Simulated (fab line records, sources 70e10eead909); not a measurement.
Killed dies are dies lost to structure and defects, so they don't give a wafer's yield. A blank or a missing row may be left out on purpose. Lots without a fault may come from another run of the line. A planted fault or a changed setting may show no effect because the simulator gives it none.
Chamber matching | flow nand_harc | NHARC_A_STAIRCASE_DEP_325 on pecvd-02: 3 sister chambers
The step deposits SiO2, target thk 7200 nm. 6 wafers are shown with their chamber, then 8 later ones without.

WAFERS WITH THEIR CHAMBER
wafer  | chamber | heater_power_w (W) | mfc_precursor_sccm (sccm)
L078.2 | 1       | 775                | 199.9
L080.6 | 1       | 686                | 200.7
L082.1 | 2       | 623                | 199.8
L082.3 | 0       | 680                | 199.0
L082.6 | 0       | 566                | 200.5
L084.2 | 2       | 647                | 200.8

WAFERS WITHOUT THEIR CHAMBER
wafer  | heater_power_w (W) | mfc_precursor_sccm (sccm)
L084.5 | 565                | 200.5
L084.6 | 673                | 199.5
L088.2 | 664                | 199.3
L088.5 | 560                | 201.4
L088.6 | 669                | 200.0
L092.1 | 642                | 199.8
L092.5 | 604                | 201.0
L092.6 | 592                | 199.9

WHICH CHAMBER EACH WENT THROUGH
wafer  | from the rows above          | in truth
L084.5 | can't be placed: 2 or 0 or 1 | 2
L084.6 | can't be placed: 0 or 2 or 1 | 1
L088.2 | can't be placed: 0 or 2 or 1 | 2
L088.5 | can't be placed: 2 or 0 or 1 | 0
L088.6 | can't be placed: 2 or 0 or 1 | 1
L092.1 | can't be placed: 0 or 2 or 1 | 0
L092.5 | can't be placed: 2 or 0 or 1 | 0
L092.6 | can't be placed: 0 or 2 or 1 | 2
Placed correctly: 0 of 8. Can't be placed from these rows: 8 (the true chamber is among the candidates in 8). Placed wrongly: 0.
How it was worked out, from the rows above alone: a wafer's distance from a chamber is the root of the sum, over the readings, of the square of ((its reading less the chamber's mean) divided by the reading's scatter). The wafer belongs to the nearest chamber; if the next one is less than 2 further off, it can't be placed. A chamber's mean is the mean of its shown wafers. The scatter: the root of (the sum of the squares of (reading less its chamber's mean) over the shown wafers, divided by (wafers less chambers)).
